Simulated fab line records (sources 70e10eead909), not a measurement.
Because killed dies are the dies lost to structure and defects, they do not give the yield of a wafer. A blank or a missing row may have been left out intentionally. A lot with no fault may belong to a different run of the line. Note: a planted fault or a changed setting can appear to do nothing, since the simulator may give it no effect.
The tool behind it: which one? / flow nand-harc / 12 lots, 36 wafers sampled, at 5 steps of a route of 1302

WHAT EACH GAUGE READ, for each wafer
NHARC_A_BONDPAD_CD_MEAS_09: target cd 500 nm.
lot=L327; measured=day 23 04:56; on=cd-sem-02; cd-nm (nm)=500.2 500.2 500.0
lot=L328; measured=day 23 10:12; on=cd-sem-01; cd-nm (nm)=499.5 498.2 501.7
lot=L329; measured=day 23 13:08; on=cd-sem-01; cd-nm (nm)=503.4 502.0 501.6
lot=L330; measured=day 24 15:00; on=cd-sem-03; cd-nm (nm)=502.4 503.2 501.5
lot=L332; measured=day 24 16:38; on=cd-sem-03; cd-nm (nm)=501.6 500.4 501.5
lot=L333; measured=day 24 21:14; on=cd-sem-02; cd-nm (nm)=499.6 499.6 499.0
lot=L334; measured=day 25 21:24; on=cd-sem-02; cd-nm (nm)=498.7 500.3 499.3
lot=L335; measured=day 25 22:48; on=cd-sem-01; cd-nm (nm)=501.3 502.2 502.0
lot=L336; measured=day 26 14:28; on=cd-sem-03; cd-nm (nm)=502.9 501.8 499.7
lot=L339; measured=day 28 06:17; on=cd-sem-02; cd-nm (nm)=504.0 501.9 503.2
lot=L347; measured=day 31 12:08; on=cd-sem-02; cd-nm (nm)=500.1 499.7 499.8
lot=L348; measured=day 32 02:01; on=cd-sem-03; cd-nm (nm)=497.6 499.3 498.2

NHARC_A_BONDPAD_CD_MEAS_13.
lot=L327; measured=day 23 05:28; on=cd-sem-02; cd-nm (nm)=499.4 499.1 500.0
lot=L328; measured=day 23 10:43; on=cd-sem-01; cd-nm (nm)=498.8 497.7 501.7
lot=L329; measured=day 23 13:40; on=cd-sem-01; cd-nm (nm)=503.4 501.5 501.8
lot=L330; measured=day 24 15:32; on=cd-sem-03; cd-nm (nm)=501.3 502.2 500.2
lot=L332; measured=day 24 17:10; on=cd-sem-02; cd-nm (nm)=500.9 501.1 500.4
lot=L333; measured=day 24 21:46; on=cd-sem-01; cd-nm (nm)=499.4 499.3 497.6
lot=L334; measured=day 25 21:56; on=cd-sem-02; cd-nm (nm)=497.6 498.8 498.5
lot=L335; measured=day 25 23:20; on=cd-sem-02; cd-nm (nm)=500.9 501.9 502.2
lot=L336; measured=day 26 15:00; on=cd-sem-03; cd-nm (nm)=501.9 502.3 499.6
lot=L339; measured=day 28 06:49; on=cd-sem-02; cd-nm (nm)=503.3 501.0 501.9
lot=L347; measured=day 31 12:39; on=cd-sem-01; cd-nm (nm)=498.9 499.3 499.1
lot=L348; measured=day 32 02:33; on=cd-sem-03; cd-nm (nm)=496.7 497.7 497.0

NHARC_END_SORT_01.
lot=L347; measured=day 32 19:48; on=prober-01; defect-limited-yield (%)=92.3; killed-at-array=48; killed-at-other=1; killed-at-periphery=3; killed-dies=52; killed-open=3; killed-short=2; sort_bin_2_pct (%)=3.1; sort_bin_3_pct (%)=0.9; sort_bin_4_pct (%)=3.7; sort-n-pass=625; sort-rim-yield-pct (%)=90; sort-yield-pct (%)=92.3

EACH LOT AND THE TOOL THAT RAN IT (in order: tool; ch and the chambers of the sampled wafers; start)
lot=L327; NHARC_A_M1_CMP_23=cmp-01 ch 1,2,3, day 23 02:44; NHARC_A_BONDPAD_ETCH_24=rie-diel-08 ch 1,2, day 23 05:40
lot=L328; NHARC_A_M1_CMP_23=cmp-02 ch 2,3, day 23 07:48; NHARC_A_BONDPAD_ETCH_24=rie-diel-07 ch 0,1, day 23 10:57
lot=L329; NHARC_A_M1_CMP_23=cmp-01 ch 0,1,3, day 23 10:48; NHARC_A_BONDPAD_ETCH_24=rie-diel-09 ch 1,2,3, day 23 13:53
lot=L330; NHARC_A_M1_CMP_23=cmp-02 ch 0,1,2, day 24 12:38; NHARC_A_BONDPAD_ETCH_24=rie-diel-07 ch 0,1,2, day 24 15:46
lot=L332; NHARC_A_M1_CMP_23=cmp-01 ch 0,1,2, day 24 14:23; NHARC_A_BONDPAD_ETCH_24=rie-diel-07 ch 1,2,3, day 24 17:24
lot=L333; NHARC_A_M1_CMP_23=cmp-02 ch 2,3, day 24 18:50; NHARC_A_BONDPAD_ETCH_24=rie-diel-07 ch 1,2,3, day 24 22:00
lot=L334; NHARC_A_M1_CMP_23=cmp-02 ch 0,1,2, day 25 19:00; NHARC_A_BONDPAD_ETCH_24=rie-diel-08 ch 1,2,3, day 25 22:11
lot=L335; NHARC_A_M1_CMP_23=cmp-01 ch 1,3, day 25 20:25; NHARC_A_BONDPAD_ETCH_24=rie-diel-07 ch 0,2,3, day 25 23:34
lot=L336; NHARC_A_M1_CMP_23=cmp-01 ch 1,3, day 26 12:12; NHARC_A_BONDPAD_ETCH_24=rie-diel-07 ch 0,2,3, day 26 15:14
lot=L339; NHARC_A_M1_CMP_23=cmp-01 ch 1,2, day 28 04:01; NHARC_A_BONDPAD_ETCH_24=rie-diel-09 ch 0,2,3, day 28 07:02
lot=L347; NHARC_A_M1_CMP_23=cmp-01 ch 0,3, day 31 09:04; NHARC_A_BONDPAD_ETCH_24=rie-diel-07 ch 0,3, day 31 12:53
lot=L348; NHARC_A_M1_CMP_23=cmp-01 ch 0,1, day 31 23:38; NHARC_A_BONDPAD_ETCH_24=rie-diel-08 ch 1,2,3, day 32 02:47
- NHARC_A_M1_CMP_23: polishes, t overpolish 20 s, target thk 154.34 nm.
- NHARC_A_BONDPAD_ETCH_24: etches the open film in CF4/N2, target depth 30 nm, time 72.99 s.

WHAT THE TOOLS THEMSELVES READ (means of the sampled wafers that have a number; where no wafer has one, the mark that the record gives instead)
NHARC_A_M1_CMP_23.
lot=L327; tool=cmp-01; motor-current-A (A)=12.7; time-to-endpoint-s (s)=26.3
lot=L328; tool=cmp-02; motor-current-A (A)=12.2; time-to-endpoint-s (s)=27.2
lot=L329; tool=cmp-01; motor-current-A (A)=13.3; time-to-endpoint-s (s)=30.1
lot=L330; tool=cmp-02; motor-current-A (A)=12.6; time-to-endpoint-s (s)=28.5
lot=L332; tool=cmp-01; motor-current-A (A)=13.8; time-to-endpoint-s (s)=26.9
lot=L333; tool=cmp-02; motor-current-A (A)=12.2; time-to-endpoint-s (s)=27.4
lot=L334; tool=cmp-02; motor-current-A (A)=12.5; time-to-endpoint-s (s)=27.1
lot=L335; tool=cmp-01; motor-current-A (A)=13.2; time-to-endpoint-s (s)=27.4
lot=L336; tool=cmp-01; motor-current-A (A)=12.6; time-to-endpoint-s (s)=30.7
lot=L339; tool=cmp-01; motor-current-A (A)=12.4; time-to-endpoint-s (s)=31.9
lot=L347; tool=cmp-01; motor-current-A (A)=14.9; time-to-endpoint-s (s)=28.0
lot=L348; tool=cmp-01; motor-current-A (A)=14.8; time-to-endpoint-s (s)=26.7

NHARC_A_BONDPAD_ETCH_24.
lot=L327; tool=rie-diel-08; drypump-motor-current-A (A)=5.9; oes-product-au (a.u.)=0.986; rf-fwd-power-W (W)=297.3; rf-vpp-V (V)=313.0; run-length-s (s)=94.1; showerhead-plenum-p-Torr (Torr)=2.60; throttle-valve-pct (%)=19.798
lot=L328; tool=rie-diel-07; drypump-motor-current-A (A)=6.0; oes-product-au (a.u.)=1.000; rf-fwd-power-W (W)=297.2; rf-vpp-V (V)=314.0; run-length-s (s)=94.0; showerhead-plenum-p-Torr (Torr)=2.59; throttle-valve-pct (%)=19.799
lot=L329; tool=rie-diel-09; drypump-motor-current-A (A)=5.7; oes-product-au (a.u.)=1.008; rf-fwd-power-W (W)=297.9; rf-vpp-V (V)=315.7; run-length-s (s)=94.1; showerhead-plenum-p-Torr (Torr)=2.69; throttle-valve-pct (%)=19.799
lot=L330; tool=rie-diel-07; drypump-motor-current-A (A)=5.7; oes-product-au (a.u.)=1.003; rf-fwd-power-W (W)=297.4; rf-vpp-V (V)=315.0; run-length-s (s)=94.2; showerhead-plenum-p-Torr (Torr)=2.64; throttle-valve-pct (%)=19.786
lot=L332; tool=rie-diel-07; drypump-motor-current-A (A)=5.8; oes-product-au (a.u.)=1.003; rf-fwd-power-W (W)=297.6; rf-vpp-V (V)=315.0; run-length-s (s)=94.3; showerhead-plenum-p-Torr (Torr)=2.66; throttle-valve-pct (%)=19.790
lot=L333; tool=rie-diel-07; drypump-motor-current-A (A)=5.8; oes-product-au (a.u.)=1.000; rf-fwd-power-W (W)=298.1; rf-vpp-V (V)=314.4; run-length-s (s)=94.1; showerhead-plenum-p-Torr (Torr)=2.66; throttle-valve-pct (%)=19.788
lot=L334; tool=rie-diel-08; drypump-motor-current-A (A)=5.9; oes-product-au (a.u.)=0.998; rf-fwd-power-W (W)=297.4; rf-vpp-V (V)=314.9; run-length-s (s)=94.5; showerhead-plenum-p-Torr (Torr)=2.66; throttle-valve-pct (%)=19.799
lot=L335; tool=rie-diel-07; drypump-motor-current-A (A)=5.9; oes-product-au (a.u.)=0.988; rf-fwd-power-W (W)=297.9; rf-vpp-V (V)=313.5; run-length-s (s)=94.5; showerhead-plenum-p-Torr (Torr)=2.58; throttle-valve-pct (%)=19.794
lot=L336; tool=rie-diel-07; drypump-motor-current-A (A)=5.9; oes-product-au (a.u.)=1.008; rf-fwd-power-W (W)=297.7; rf-vpp-V (V)=313.7; run-length-s (s)=94.6; showerhead-plenum-p-Torr (Torr)=2.58; throttle-valve-pct (%)=19.797
lot=L339; tool=rie-diel-09; drypump-motor-current-A (A)=6.2; oes-product-au (a.u.)=1.010; rf-fwd-power-W (W)=297.5; rf-vpp-V (V)=313.8; run-length-s (s)=94.0; showerhead-plenum-p-Torr (Torr)=2.61; throttle-valve-pct (%)=19.789
lot=L347; tool=rie-diel-07; drypump-motor-current-A (A)=6.4; oes-product-au (a.u.)=0.996; rf-fwd-power-W (W)=299.0; rf-vpp-V (V)=312.5; run-length-s (s)=88.1; showerhead-plenum-p-Torr (Torr)=2.56; throttle-valve-pct (%)=19.794
lot=L348; tool=rie-diel-08; drypump-motor-current-A (A)=5.9; oes-product-au (a.u.)=0.998; rf-fwd-power-W (W)=296.3; rf-vpp-V (V)=315.1; run-length-s (s)=94.5; showerhead-plenum-p-Torr (Torr)=2.65; throttle-valve-pct (%)=19.796

THE ANSWER, worked out from the rows above alone
Rule: the lots themselves supply what counts as usual. The widest of any qualifying gaps counts: lots, ordered by their means at a reading, are off when they make up no more than a third of the lots, leave a main group of 4 or more, and stand apart from it by 3 or more times the standard deviation of that group's means. A main group whose means are all the same, to the digits that the tables above print for the reading, isn't used. Also off: a lot with no number at a reading for which 4 or more lots have one. Any other lot the step has rows for is counted as sound. First the gauges in route order, then the tools' own readings, where a lot's mean is used as printed above. At the first step where some lot is off, the reading lying furthest off is the one used; lots without a number count as furthest.
Off: L347 (NHARC_A_BONDPAD_ETCH_24, run-length-s). Main group: mean 94.3 s, sd 0.21.
A tool fits if, at that step or a process step before it, it ran every lot that is off, and no sound lot after the first of them. One candidate fits, namely rie-diel-07 at NHARC_A_BONDPAD_ETCH_24. Its last sound lot is L336 (day 26 15:14), its first lot that is off L347 (day 31 12:53): a fault that began between those two fits.
On the lots that are off, the tool's own readings at NHARC_A_BONDPAD_ETCH_24 differ by more than 5 times the standard deviation of the sound lots' means, which bears it out; run-length-s reads 88.1 s there versus 94.3 s on the sound lots.

WHAT THE SIMULATOR HAD PUT IN
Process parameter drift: rie-diel-07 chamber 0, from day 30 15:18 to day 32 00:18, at NHARC_A_BONDPAD_ETCH_24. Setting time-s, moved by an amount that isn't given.
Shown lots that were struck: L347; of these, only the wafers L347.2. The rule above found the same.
